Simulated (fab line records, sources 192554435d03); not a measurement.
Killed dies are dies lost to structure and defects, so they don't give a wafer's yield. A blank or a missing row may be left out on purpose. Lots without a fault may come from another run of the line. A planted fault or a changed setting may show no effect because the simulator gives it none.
Which tool did it? | flow n5_finfet | 24 lots, 72 wafers sampled, at 3 steps of a route of 1938

WHAT THE GAUGES READ, wafer by wafer
N5_BEOL_M1_OVL_MEAS_29. Usual: V0_OVL -0.4 nm, standard deviation 0.75.
lot  | measured     | on         | V0_OVL (nm)    | flag
L074 | day 6 02:24  | overlay-02 | -1.5 -1.1 -0.8 |
L075 | day 6 10:01  | overlay-01 | -0.2 0.5 0.0   |
L076 | day 6 14:10  | overlay-02 | 0.1 0.3 1.6    |
L078 | day 6 21:14  | overlay-01 | -0.4 -0.6 0.0  |
L077 | day 6 21:53  | overlay-02 | -0.8 -1.3 -0.3 |
L079 | day 7 08:30  | overlay-01 | 0.2 -0.8 -0.2  |
L080 | day 7 22:14  | overlay-01 | 0.3 -0.9 -1.7  |
L081 | day 8 00:44  | overlay-01 | -0.1 -0.1 0.0  |
L082 | day 8 04:51  | overlay-02 | -0.5 0.1 -1.3  |
L084 | day 8 08:19  | overlay-01 | -1.2 -1.6 -0.5 |
L083 | day 8 10:49  | overlay-01 | 0.5 0.2 -0.3   |
L085 | day 8 19:05  | overlay-01 | 0.2 -0.1 -0.5  |
L086 | day 9 00:56  | overlay-01 | 0.7 0.3 0.8    |
L087 | day 9 07:43  | overlay-02 | -1.2 -1.5 -0.4 |
L088 | day 9 23:37  | overlay-01 | 0.2 -0.4 -1.7  |
L089 | day 10 00:10 | overlay-02 | -0.5 -1.5 -0.8 |
L090 | day 10 00:19 | overlay-01 | -0.9 -0.7 -0.5 |
L091 | day 10 04:35 | overlay-01 | -0.8 -0.8 -0.2 |
L092 | day 10 11:19 | overlay-02 | -0.4 1.0 0.3   |
L093 | day 11 03:46 | overlay-02 | -0.4 -1.0 -2.2 |
L095 | day 11 13:19 | overlay-01 | 1.0 -1.2 0.0   |
L094 | day 11 13:33 | overlay-02 | -1.1 0.3 0.1   |
L096 | day 12 01:48 | overlay-02 | -0.5 -0.1 0.6  |
L097 | day 12 04:41 | overlay-02 | -1.3 0.4 -0.3  |

N5_BEOL_M1_INSPECT_30: inspects for defects (brightfield). Usual: raw_defect_count 425, standard deviation 95.
lot  | measured     | on                | raw_defect_count | flag
L074 | day 6 02:28  | defect_inspect-02 | 439 281 542      |
L075 | day 6 10:04  | defect_inspect-01 | 301 463 574      |
L076 | day 6 14:13  | defect_inspect-01 | 619 516 522      |
L078 | day 6 21:17  | defect_inspect-01 | 609 579 325      |
L077 | day 6 21:56  | defect_inspect-02 | 372 302 288      |
L079 | day 7 08:33  | defect_inspect-02 | 300 375 371      |
L080 | day 7 22:17  | defect_inspect-02 | 450 486 360      |
L081 | day 8 00:47  | defect_inspect-01 | 477 449 441      |
L082 | day 8 04:55  | defect_inspect-02 | 382 396 380      |
L084 | day 8 08:23  | defect_inspect-02 | 374 307 272      |
L083 | day 8 10:52  | defect_inspect-01 | 475 575 429      |
L085 | day 8 19:08  | defect_inspect-02 | 622 390 498      |
L086 | day 9 01:00  | defect_inspect-01 | 360 391 386      |
L087 | day 9 07:47  | defect_inspect-02 | 299 231 527      |
L088 | day 9 23:40  | defect_inspect-02 | 350 447 362      |
L089 | day 10 00:14 | defect_inspect-01 | 567 590 342      |
L090 | day 10 00:22 | defect_inspect-01 | 542 573 560      |
L091 | day 10 04:38 | defect_inspect-02 | 479 601 443      |
L092 | day 10 11:23 | defect_inspect-02 | 474 441 454      |
L093 | day 11 03:50 | defect_inspect-01 | 413 398 379      |
L095 | day 11 13:22 | defect_inspect-01 | 360 465 411      |
L094 | day 11 13:36 | defect_inspect-01 | 356 387 383      |
L096 | day 12 01:51 | defect_inspect-02 | 329 429 317      |
L097 | day 12 04:44 | defect_inspect-02 | 497 487 353      |

WHICH TOOL RAN EACH LOT (tool, then ch and the chambers of the sampled wafers, then the start)
lot  | N5_BEOL_M1_STRIP_19
L074 | rie_diel-01 ch 1,2, day 6 01:59
L075 | rie_diel-04 ch 1,2, day 6 09:28
L076 | rie_diel-01 ch 1,2,3, day 6 13:44
L078 | rie_diel-03 ch 0,3, day 6 20:41
L077 | rie_diel-04 ch 0,1, day 6 21:27
L079 | rie_diel-04 ch 1,2, day 7 08:04
L080 | rie_diel-01 ch 0,1, day 7 21:49
L081 | rie_diel-01 ch 0,1,3, day 8 00:19
L082 | rie_diel-03 ch 0,1, day 8 04:26
L084 | rie_diel-03 ch 1,3, day 8 07:53
L083 | rie_diel-04 ch 1,2, day 8 10:23
L085 | rie_diel-04 ch 0,1,2, day 8 18:32
L086 | rie_diel-04 ch 0,1,2, day 9 00:31
L087 | rie_diel-03 ch 1,2,3, day 9 07:18
L088 | rie_diel-04 ch 1,2, day 9 23:11
L089 | rie_diel-01 ch 0,1,3, day 9 23:38
L090 | rie_diel-03 ch 0,3, day 9 23:52
L091 | rie_diel-03 ch 1,2, day 10 04:10
L092 | rie_diel-03 ch 2,3, day 10 10:43
L093 | rie_diel-01 ch 1,2,3, day 11 03:21
L095 | rie_diel-01 ch 1,2, day 11 12:50
L094 | rie_diel-03 ch 1,2,3, day 11 13:08
L096 | rie_diel-03 ch 2,3, day 12 01:22
L097 | rie_diel-04 ch 0,1,3, day 12 04:16
- N5_BEOL_M1_STRIP_19: strips in O2.

WHAT THE TOOLS THEMSELVES READ (means of the sampled wafers that have a number; where no wafer has one, the mark that the record gives instead)
N5_BEOL_M1_STRIP_19. Usual: drypump_motor_current_A 5.5 A, standard deviation 0.42; oes_product_au 0.81 a.u., standard deviation 0.084; rf_vpp_V 3.6 V, standard deviation 0.43; showerhead_plenum_p_Torr 2.12 Torr, standard deviation 0.083; throttle_valve_pct 16.68 %, standard deviation 0.24.
lot  | tool        | drypump_motor_current_A (A) | oes_product_au (a.u.) | rf_vpp_V (V) | showerhead_plenum_p_Torr (Torr) | throttle_valve_pct (%) | flag
L074 | rie_diel-01 | 5.8                         | 0.84                  | 3.6          | 2.18                            | 16.41                  |
L075 | rie_diel-04 | 5.8                         | 0.75                  | 3.7          | 2.13                            | 16.74                  |
L076 | rie_diel-01 | 5.6                         | 0.83                  | 3.6          | 2.15                            | 16.53                  |
L078 | rie_diel-03 | 4.9                         | 0.83                  | 3.5          | 2.02                            | 16.83                  |
L077 | rie_diel-04 | 5.8                         | 0.74                  | 3.6          | 2.12                            | 16.68                  |
L079 | rie_diel-04 | 5.8                         | 0.75                  | 3.5          | 2.13                            | 16.74                  |
L080 | rie_diel-01 | 5.6                         | 0.88                  | 3.3          | 2.24                            | 16.34                  |
L081 | rie_diel-01 | 5.5                         | 0.89                  | 3.3          | 2.20                            | 16.48                  |
L082 | rie_diel-03 | 5.4                         | 0.76                  | 3.6          | 2.03                            | 16.82                  |
L084 | rie_diel-03 | 5.1                         | 0.87                  | 3.4          | 2.07                            | 16.71                  |
L083 | rie_diel-04 | 5.8                         | 0.79                  | 3.1          | 2.08                            | 16.56                  |
L085 | rie_diel-04 | 5.8                         | 0.73                  | 3.6          | 2.11                            | 16.71                  |
L086 | rie_diel-04 | 5.7                         | 0.73                  | 3.3          | 2.11                            | 16.73                  |
L087 | rie_diel-03 | 5.3                         | 0.84                  | 3.5          | 2.13                            | 16.77                  |
L088 | rie_diel-04 | 5.7                         | 0.77                  | 3.6          | 2.08                            | 16.59                  |
L089 | rie_diel-01 | 5.5                         | 0.86                  | 3.4          | 2.20                            | 16.50                  |
L090 | rie_diel-03 | 5.0                         | 0.74                  | 3.7          | 2.00                            | 16.94                  |
L091 | rie_diel-03 | 5.6                         | 0.83                  | 3.8          | 2.18                            | 16.82                  |
L092 | rie_diel-03 | 5.2                         | 0.82                  | 3.6          | 2.15                            | 16.91                  |
L093 | rie_diel-01 | 5.6                         | 0.88                  | 4.0          | 2.14                            | 16.45                  |
L095 | rie_diel-01 | 5.9                         | 0.87                  | 3.7          | 2.17                            | 16.32                  |
L094 | rie_diel-03 | 5.4                         | 0.81                  | 3.7          | 2.12                            | 16.80                  |
L096 | rie_diel-03 | 5.0                         | 0.80                  | 3.6          | 2.09                            | 16.91                  |
L097 | rie_diel-04 | 6.0                         | 0.82                  | 3.5          | 2.05                            | 16.55                  |

THE ANSWER, worked out from the rows above alone
Rule: a lot is off if the mean of its wafers that have a number lies more than 3 standard deviations from the usual mean. A lot without any number at a reading at which 4 lots or more have one is off too. The other lots that the step has rows for count as sound. The gauges are gone through in route order, then the tools' own readings, and for those a lot's mean is taken as printed above. The first step at which some lot is off is used, and at that step the reading that is off furthest; a lot without a number counts as furthest.
No lot is off at any reading shown: from this, nothing can be told.

WHAT THE SIMULATOR HAD PUT IN
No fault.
